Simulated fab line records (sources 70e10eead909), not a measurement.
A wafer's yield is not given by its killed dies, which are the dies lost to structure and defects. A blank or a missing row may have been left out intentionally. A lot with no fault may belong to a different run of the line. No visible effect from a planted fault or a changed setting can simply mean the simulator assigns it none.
fab line records | flow nand-harc
record lots=7 wafers=20 last-day=34
route steps=1302 shown A_STAIRCASE@663 END@1302
lots with no fault: from the same line, run without faults
start-h: start of the lot's first displayed wafer, in hours after the record's first day | wait-h: how many hours have passed since the lot's step before this one | " same as the row above | L1.1+2: one row covering several wafers at once | - value missing, or start not given | * or withheld: withheld | < > ~ a bound
route shown NAME@n: a module of which the file shows steps, and the number in the route of the first | usual: the fault-free wafers' mean and standard deviation | same: alike in all rows | chamber/n: place in a boat | sites: the reading at each site | _std_site: standard deviation of those values | _edge_site: inner sites' mean taken away from outer sites' mean | radius-mm: how far each site lies from the wafer's centre | mask NAME#n: copy n | behind: the tool/chamber that last shaped the wafer | hold: what put the lot on hold/how long, in hours/how the hold closed | device: the transistor (n, p or np) that didn't switch | end of line: tests of these same wafers at the route's end | a step with no rows: only its recipe | killed: dies that structure and defects cost at the first sort, which is not the same as the wafer's yield | map: a wafer's dies, x killed, . not, _ none there
set.NAME: the setting as run; set.NAME@STEP: as run at that earlier step | model.NAME: the simulator's own value behind a step, which no gauge read
a table for each step, a row for each wafer; lots at some steps of the route
services: from which hour (start-h, from the record's first day; less than 0 if before it) a tool's chamber was out of use, for how many hours, and why
## steps
# step NHARC_A_STAIRCASE_PEB_07
# recipe peb-temp-c=115 peb-time-s=130
# step NHARC_A_STAIRCASE_DEVELOP_08
# recipe time-s=140
# step NHARC_A_STAIRCASE_HARDBAKE_10
# recipe temp-c=120 time-s=140
# step NHARC_A_STAIRCASE_DESCUM_11
# recipe time-s=3 o2-flow-sccm=200 ar-flow-sccm=0 bias-power-w=0 chemistry=O2
# step NHARC_A_STAIRCASE_TRIM_12
# recipe time-s=211.2 o2-flow-sccm=500 ar-flow-sccm=0 bias-w=0 chemistry=O2
# usual drypump-motor-current-A=5.6/0.4 oes-product-au=1.001/0.0087 rf-vpp-V=58.0/0.92 showerhead-plenum-p-Torr=3.51/0.17 throttle-valve-pct=17.036/0.0091
# same time-s=211.2
# columns lot.wafer tool chamber start-h wait-h drypump-motor-current-A oes-product-au rf-hours-counter-h rf-vpp-V showerhead-plenum-p-Torr throttle-valve-pct
L557.6 rie-diel-13 3 447.43 0.1 5.7 0.993 - 59.8 3.46 17.041
L557.5 " 0 " " 5.3 0.986 - 56.6 3.32 17.028
L557.4 " 1 " " 5.5 0.996 - 57.0 3.41 17.033
L560.4 rie-diel-05 2 465.64 0.1 6.5 1.004 20 57.0 3.29 17.031
L560.3 " 0 " " 5.6 0.999 14 58.5 3.77 17.023
L560.6 " 1 " " 5.3 1.009 - 57.8 3.35 17.050
L564.1 rie-diel-05 0 529.09 0.1 5.6 1.015 30 58.6 3.76 17.037
L564.3 " 1 " " 5.3 0.992 36 57.5 3.34 17.054
L564.4 " 2 " " 6.5 0.984 37 56.6 3.28 17.046
L565.3 rie-diel-13 2 529.36 0.1 5.6 1.004 0 56.7 3.46 17.035
L565.1 " 0 " " 5.3 1.000 0 58.9 3.31 17.036
L565.5 " 2 " " 5.6 1.009 - 58.4 3.46 17.041
L568.3 rie-diel-05 1 558.10 0.1 5.3 1.009 42 58.0 3.34 17.037
L568.2 " 2 " " 6.5 0.987 45 56.5 3.27 17.035
L568.6 " 3 " " 5.1 1.000 - 58.0 3.60 17.035
L567.3 rie-diel-05 0 558.63 0.1 5.6 1.008 40 59.3 3.75 17.022
L567.5 " 1 " " 5.3 1.003 - 57.7 3.34 17.036
L571.3 rie-diel-01 1 593.20 0.1 6.2 1.011 9 58.5 3.72 17.048
L571.4 " 1 " " 6.2 1.005 - 57.7 3.72 17.042
L571.6 " 2 " " 6.0 0.996 - 58.5 3.72 17.028
# step NHARC_A_STAIRCASE_ETCH_13
# recipe target-depth-a=1000 time-s=40.5 ion-energy-ev=400 c4f8-flow-sccm=20 o2-flow-sccm=10 ar-flow-sccm=withheld rf-w=600 bias-w=1000 chemistry=C4F8/O2
# usual oes-product-au=0.942/0.013 rf-vpp-V=895/6.1 run-length-s=61.8/0.43
# same time-s=40.5
# columns lot.wafer tool chamber start-h wait-h oes-product-au rf-hours-counter-h rf-vpp-V run-length-s
L557.4 rie-diel-13 3 - - 0.932 - 895 62.0
L557.6 " 0 " " 0.933 - 889 62.8
L557.5 " 1 " " 0.939 - 891 61.2
L560.4 rie-diel-05 3 - - 0.940 14 899 61.1
L560.3 " 0 " " 0.931 14 903 61.8
L560.6 " 2 " " 0.926 - 886 62.5
L564.3 rie-diel-05 0 - - 0.938 30 906 62.1
L564.4 " 1 " " 0.944 36 888 61.9
L564.1 " 2 " " 0.952 37 886 62.7
L565.3 rie-diel-13 3 - - 0.950 0 892 62.3
L565.1 " 0 " " 0.959 0 886 62.7
L565.5 " 1 " " 0.961 - 891 61.8
L568.3 rie-diel-05 3 - - 0.954 38 898 61.2
L568.2 " 0 " " 0.957 40 905 61.7
L568.6 " 3 " " 0.953 - 899 61.9
L567.3 rie-diel-05 3 - - 0.945 39 899 61.1
L567.5 " 1 " " 0.937 - 888 61.7
L571.3 rie-diel-01 2 - - 0.940 7 903 61.5
L571.6 " 1 " " 0.945 - 904 61.7
L571.4 " 0 " " 0.941 - 896 61.4
# step NHARC_A_STAIRCASE_TRIM_14
# recipe time-s=211.2 o2-flow-sccm=500 ar-flow-sccm=0 bias-w=0 chemistry=O2
# step NHARC_A_STAIRCASE_ETCH_15
# recipe target-depth-a=1000 time-s=40.5 ion-energy-ev=400 c4f8-flow-sccm=20 o2-flow-sccm=10 ar-flow-sccm=withheld rf-w=600 bias-w=1000 chemistry=C4F8/O2
# usual oes-product-au=0.943/0.012 rf-vpp-V=895/6.1 run-length-s=61.8/0.43
# same time-s=40.5
# columns lot.wafer tool chamber start-h wait-h oes-product-au rf-hours-counter-h rf-vpp-V run-length-s
L557.6 rie-diel-13 3 - - 0.940 - 896 62.0
L557.5 " 0 " " 0.924 - 887 62.4
L557.4 " 1 " " 0.926 - 893 61.2
L560.4 rie-diel-05 3 - - 0.937 15 899 61.3
L560.3 " 0 " " 0.934 14 904 62.2
L560.6 " 2 " " 0.925 - 887 61.7
L564.1 rie-diel-05 1 - - 0.933 36 888 61.6
L564.4 " 3 " " 0.962 29 899 61.3
L564.3 " 0 " " 0.954 31 905 61.8
L565.1 rie-diel-13 2 - - 0.948 0 893 62.1
L565.3 " 3 " " 0.944 0 892 62.3
L565.5 " 0 " " 0.942 - 886 62.6
L568.3 rie-diel-05 3 - - 0.961 38 898 61.1
L568.2 " 0 " " 0.943 40 902 61.8
L568.6 " 0 " " 0.941 - 904 61.9
L567.3 rie-diel-05 2 - - 0.920 46 887 62.1
L567.5 " 0 " " 0.946 - 905 62.0
L571.3 rie-diel-01 1 - - 0.951 9 903 61.7
L571.4 " 1 " " 0.937 - 901 62.2
L571.6 " 0 " " 0.930 - 895 61.3
# step NHARC_A_STAIRCASE_TRIM_16
# recipe time-s=211.2 o2-flow-sccm=500 ar-flow-sccm=0 bias-w=0 chemistry=O2
# usual drypump-motor-current-A=5.6/0.41 oes-product-au=1.001/0.0088 rf-vpp-V=57.8/0.9 showerhead-plenum-p-Torr=3.50/0.16 throttle-valve-pct=17.037/0.009
# same time-s=211.2
# columns lot.wafer tool chamber start-h wait-h drypump-motor-current-A oes-product-au rf-hours-counter-h rf-vpp-V showerhead-plenum-p-Torr throttle-valve-pct
L557.4 rie-diel-13 3 - - 5.7 0.991 - 58.3 3.46 17.022
L557.5 " 0 " " 5.3 0.988 - 57.8 3.32 17.041
L557.6 " 1 " " 5.5 0.999 - 56.4 3.41 17.032
L560.3 rie-diel-05 0 - - 5.6 0.990 14 59.5 3.77 17.035
L560.4 " 2 " " 6.5 0.986 21 57.6 3.29 17.029
L560.6 " 0 " " 5.6 0.990 - 57.0 3.77 17.037
L564.3 rie-diel-05 2 - - 6.5 0.985 37 57.1 3.28 17.034
L564.1 " 3 " " 5.2 1.012 29 56.8 3.61 17.033
L564.4 " 3 " " 5.2 1.011 - 57.4 3.61 17.049
L565.3 rie-diel-13 2 - - 5.6 0.991 2 57.0 3.46 17.045
L565.1 " 3 " " 5.7 1.008 2 58.3 3.45 17.035
L565.5 " 3 " " 5.7 1.016 - 57.5 3.44 17.031
L568.3 rie-diel-05 3 - - 5.2 0.995 38 59.0 3.60 17.042
L568.2 " 0 " " 5.6 1.010 40 57.4 3.75 17.020
L568.6 " 3 " " 5.2 1.003 - 58.8 3.60 17.049
L567.3 rie-diel-05 2 - - 6.5 0.984 46 56.6 3.27 17.057
L567.5 " 2 " " 6.4 0.987 - 57.2 3.27 17.045
L571.3 rie-diel-01 0 - - 5.4 0.997 8 58.7 3.52 17.034
L571.6 " 1 " " 6.2 1.008 - 59.9 3.72 17.028
L571.4 " 2 " " 5.9 0.993 - 58.2 3.72 17.031
# step NHARC_A_STAIRCASE_ETCH_17
# recipe target-depth-a=1000 time-s=40.5 ion-energy-ev=400 c4f8-flow-sccm=20 o2-flow-sccm=10 ar-flow-sccm=withheld rf-w=600 bias-w=1000 chemistry=C4F8/O2
# usual oes-product-au=0.945/0.011 rf-vpp-V=895/6.1 run-length-s=61.8/0.4
# same time-s=40.5
# columns lot.wafer tool chamber start-h wait-h oes-product-au rf-hours-counter-h rf-vpp-V run-length-s
L557.6 rie-diel-13 1 - - 0.922 - 893 61.3
L557.4 " 3 " " 0.922 - 892 61.8
L557.5 " 0 " " 0.920 - 889 62.9
L560.4 rie-diel-05 3 - - 0.928 15 900 61.3
L560.3 " 2 " " 0.940 21 887 62.2
L560.6 " 3 " " 0.936 - 901 61.4
L565.3 rie-diel-13 1 - - 0.942 4 891 61.6
L565.1 " 2 " " 0.944 2 894 62.1
L565.5 " 0 " " 0.945 - 888 63.0
L564.3 rie-diel-05 0 - - 0.945 34 904 62.0
L564.1 " 1 " " 0.963 36 889 61.8
L564.4 " 2 " " 0.925 41 887 62.3
L568.3 rie-diel-05 1 - - 0.942 42 889 61.7
L568.2 " 2 " " 0.934 46 887 62.3
L568.6 " 1 " " 0.938 - 890 61.8
L567.3 rie-diel-05 1 - - 0.937 43 891 61.6
L567.5 " 2 " " 0.934 - 887 62.2
L571.3 rie-diel-01 2 - - 0.944 8 902 61.6
L571.4 " 0 " " 0.939 - 896 61.5
L571.6 " 1 " " 0.953 - 904 61.9
# step NHARC_A_STAIRCASE_TRIM_18
# recipe time-s=211.2 o2-flow-sccm=500 ar-flow-sccm=0 bias-w=0 chemistry=O2
# step NHARC_A_STAIRCASE_ETCH_19
# recipe target-depth-a=1000 time-s=40.5 ion-energy-ev=400 c4f8-flow-sccm=20 o2-flow-sccm=10 ar-flow-sccm=withheld rf-w=600 bias-w=1000 chemistry=C4F8/O2
# usual oes-product-au=0.943/0.012 rf-vpp-V=895/6.2 run-length-s=61.9/0.43
# columns lot.wafer tool chamber start-h wait-h oes-product-au rf-hours-counter-h rf-vpp-V run-length-s
L557.5 rie-diel-13 3 449.51 - 0.923 - 894 61.9
L557.4 " 0 " " 0.913 - 888 62.3
L557.6 " 1 " " 0.931 - 891 61.4
L560.3 rie-diel-05 3 466.48 - 0.931 15 899 61.5
L560.4 " 0 " " 0.942 14 904 62.0
L560.6 " 3 " " 0.936 - 899 61.6
L565.1 rie-diel-13 1 533.80 - 0.955 5 892 61.7
L565.3 " 2 " " 0.940 3 893 62.2
L565.5 " 3 " " 0.952 - 892 62.0
L564.3 rie-diel-05 1 533.84 - 0.950 37 889 74.0
L564.4 " 2 " " 0.934 41 886 62.2
L564.1 " 0 " " 0.953 35 903 74.3
L568.3 rie-diel-05 1 559.03 - 0.934 42 890 74.2
L568.2 " 2 " " 0.931 46 888 61.8
L568.6 " 1 " " 0.935 - 889 61.6
L567.3 rie-diel-05 2 560.69 - 0.934 47 886 74.8
L567.5 " 2 " " 0.929 - 886 62.4
L571.3 rie-diel-01 0 594.17 - 0.933 9 896 61.0
L571.6 " 0 " " 0.933 - 896 61.0
L571.4 " 1 " " 0.944 - 903 62.3
# step NHARC_END_SORT_01
# recipe temp-c=25
# usual killed-at-array=59/24 killed-at-other=0.7/1.2 killed-at-periphery=3.5/2.6 killed-dies=63/24 killed-open=3.2/2.1 killed-short=2.4/1.5
# same gross-dies=677
# columns lot.wafer tool chamber start-h wait-h killed-at-array killed-at-other killed-at-periphery killed-dies killed-open killed-short
L564.1 prober-02 0 766.60 2.5 671 0 1 672 0 2
L564.3 prober-02 0 768.20 3.1 673 0 4 677 5 1
L568.3 prober-02 0 776.01 3.1 673 0 4 677 8 4
L567.3 prober-02 0 783.83 3.1 667 2 8 677 4 1
# killed by level:class
L564.1 A_STAIRCASE:area-etch=600 A_CHANNEL_HOLE_D1:chamber-film-flake=35 A_CHANNEL_HOLE_D2:chamber-film-flake=21 A_CONTACT:chamber-film-flake=9 A_SLIT:chamber-film-flake=3 A_ONON_D1:geometric-particle:short=1 A_ONON_D2:geometric-particle:short=1 P_ZERO_WELL:chamber-film-flake=1
L564.3 A_STAIRCASE:area-etch=598 A_CHANNEL_HOLE_D1:chamber-film-flake=38 A_CHANNEL_HOLE_D2:chamber-film-flake=23 A_CONTACT:chamber-film-flake=6 A_SLIT:chamber-film-flake=3 A_BLC:geometric-particle:open=2 P_GATE:chamber-film-flake=2 P_CONTACT:geometric-particle:open=1
L568.3 A_STAIRCASE:area-etch=589 A_SLIT:chamber-film-flake=29 A_CHANNEL_HOLE_D2:chamber-film-flake=23 A_CHANNEL_HOLE_D1:chamber-film-flake=10 A_STAIRCASE:chamber-film-flake=8 A_CONTACT:chamber-film-flake=4 A_CHANNEL_FILL_D2:geometric-particle:short=2 P_STI:geometric-particle:open=1
L567.3 A_STAIRCASE:area-etch=625 A_CHANNEL_HOLE_D1:chamber-film-flake=15 A_SLIT:chamber-film-flake=10 A_CONTACT:chamber-film-flake=8 A_STAIRCASE:chamber-film-flake=6 A_M1:geometric-particle:open=2 P_ZERO_WELL:chamber-film-flake=2 P_GATE:chamber-film-flake=2
# map L564.3 (x killed, . not)
____________x____________
_________xxxxxxx_________
_______xxxxxxxxxxx_______
______xxxxxxxxxxxxx______
_____xxxxxxxxxxxxxxx_____
____xxxxxxxxxxxxxxxxx____
____xxxxxxxxxxxxxxxxx____
___xxxxxxxxxxxxxxxxxxx___
___xxxxxxxxxxxxxxxxxxx___
__xxxxxxxxxxxxxxxxxxxxx__
__xxxxxxxxxxxxxxxxxxxxx__
_xxxxxxxxxxxxxxxxxxxxxxx_
_xxxxxxxxxxxxxxxxxxxxxxx_
_xxxxxxxxxxxxxxxxxxxxxxx_
_xxxxxxxxxxxxxxxxxxxxxxx_
_xxxxxxxxxxxxxxxxxxxxxxx_
xxxxxxxxxxxxxxxxxxxxxxxxx
xxxxxxxxxxxxxxxxxxxxxxxxx
xxxxxxxxxxxxxxxxxxxxxxxxx
xxxxxxxxxxxxxxxxxxxxxxxxx
xxxxxxxxxxxxxxxxxxxxxxxxx
_xxxxxxxxxxxxxxxxxxxxxxx_
_xxxxxxxxxxxxxxxxxxxxxxx_
_xxxxxxxxxxxxxxxxxxxxxxx_
_xxxxxxxxxxxxxxxxxxxxxxx_
_xxxxxxxxxxxxxxxxxxxxxxx_
__xxxxxxxxxxxxxxxxxxxxx__
__xxxxxxxxxxxxxxxxxxxxx__
___xxxxxxxxxxxxxxxxxxx___
___xxxxxxxxxxxxxxxxxxx___
____xxxxxxxxxxxxxxxxx____
____xxxxxxxxxxxxxxxxx____
_____xxxxxxxxxxxxxxx_____
______xxxxxxxxxxxxx______
_______xxxxxxxxxxx_______
_________xxxxxxx_________
____________x____________
# map L567.3 (x killed, . not)
____________x____________
_________xxxxxxx_________
_______xxxxxxxxxxx_______
______xxxxxxxxxxxxx______
_____xxxxxxxxxxxxxxx_____
____xxxxxxxxxxxxxxxxx____
____xxxxxxxxxxxxxxxxx____
___xxxxxxxxxxxxxxxxxxx___
___xxxxxxxxxxxxxxxxxxx___
__xxxxxxxxxxxxxxxxxxxxx__
__xxxxxxxxxxxxxxxxxxxxx__
_xxxxxxxxxxxxxxxxxxxxxxx_
_xxxxxxxxxxxxxxxxxxxxxxx_
_xxxxxxxxxxxxxxxxxxxxxxx_
_xxxxxxxxxxxxxxxxxxxxxxx_
_xxxxxxxxxxxxxxxxxxxxxxx_
xxxxxxxxxxxxxxxxxxxxxxxxx
xxxxxxxxxxxxxxxxxxxxxxxxx
xxxxxxxxxxxxxxxxxxxxxxxxx
xxxxxxxxxxxxxxxxxxxxxxxxx
xxxxxxxxxxxxxxxxxxxxxxxxx
_xxxxxxxxxxxxxxxxxxxxxxx_
_xxxxxxxxxxxxxxxxxxxxxxx_
_xxxxxxxxxxxxxxxxxxxxxxx_
_xxxxxxxxxxxxxxxxxxxxxxx_
_xxxxxxxxxxxxxxxxxxxxxxx_
__xxxxxxxxxxxxxxxxxxxxx__
__xxxxxxxxxxxxxxxxxxxxx__
___xxxxxxxxxxxxxxxxxxx___
___xxxxxxxxxxxxxxxxxxx___
____xxxxxxxxxxxxxxxxx____
____xxxxxxxxxxxxxxxxx____
_____xxxxxxxxxxxxxxx_____
______xxxxxxxxxxxxx______
_______xxxxxxxxxxx_______
_________xxxxxxx_________
____________x____________
## services
# columns tool chamber start-h hours kind
rie-diel-01 - 431.97 0.4 repair
rie-diel-05 0 440.13 - clean
rie-diel-05 1 440.13 - clean
rie-diel-05 2 440.13 - clean
rie-diel-05 3 440.13 - clean
rie-diel-13 2 445.07 16.4 repair
rie-diel-01 3 452.02 15.6 repair
rie-diel-05 0 464.66 - clean
rie-diel-05 1 464.66 - clean
rie-diel-05 2 464.66 - clean
rie-diel-05 3 464.66 - clean
rie-diel-05 0 489.16 - clean
rie-diel-05 1 489.16 - clean
rie-diel-05 2 489.16 - clean
rie-diel-05 3 489.16 - clean
rie-diel-13 0 499.96 6.0 repair
rie-diel-05 0 513.66 - clean
rie-diel-05 1 513.66 - clean
rie-diel-05 2 513.66 - clean
rie-diel-05 3 519.22 5.4 repair
rie-diel-13 - 520.19 9.0 pm
rie-diel-01 - 557.95 9.0 pm
rie-diel-05 - 583.68 9.0 pm
rie-diel-01 3 587.32 13.6 repair
## key
first-sign step=NHARC_A_STAIRCASE_ETCH_19 reading=run-length-s direction=up sigmas=29 usual=* struck=*
effect step=NHARC_END_SORT_01 reading=killed-at-array direction=up sigmas=26 usual=59 struck=671
more-kills-born-at NHARC_A_STAIRCASE_ETCH_19@rie-diel-05=2412
met-at NHARC_A_STAIRCASE_ETCH_19
struck-wafers L564.1,L564.3,L567.3,L568.3
later-rows-left-out L564.1,L564.3,L567.3,L568.3
tester-left-out L564,L567,L568
onset-between 466.48 533.84
fault kind=process-parameter-drift tool=rie-diel-05 chamber=- onset-h=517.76 steps=NHARC_A_STAIRCASE_ETCH_19 channel=time-s offset=* shape=step end-h=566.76 scope=struck-wafers-only acts-in=* stated=*
# tester-left-out: of these lots the tester's yield and bins aren't shown, on N5 and GAA mostly nor the transistor test; their killed dies are dies lost to structure and defects alone, not to doping, threshold or leakage, so they don't give the yield
# later-rows-left-out: the simulator's readings of these wafers behind a module that went badly wrong aren't trusted and aren't shown, but for the sort
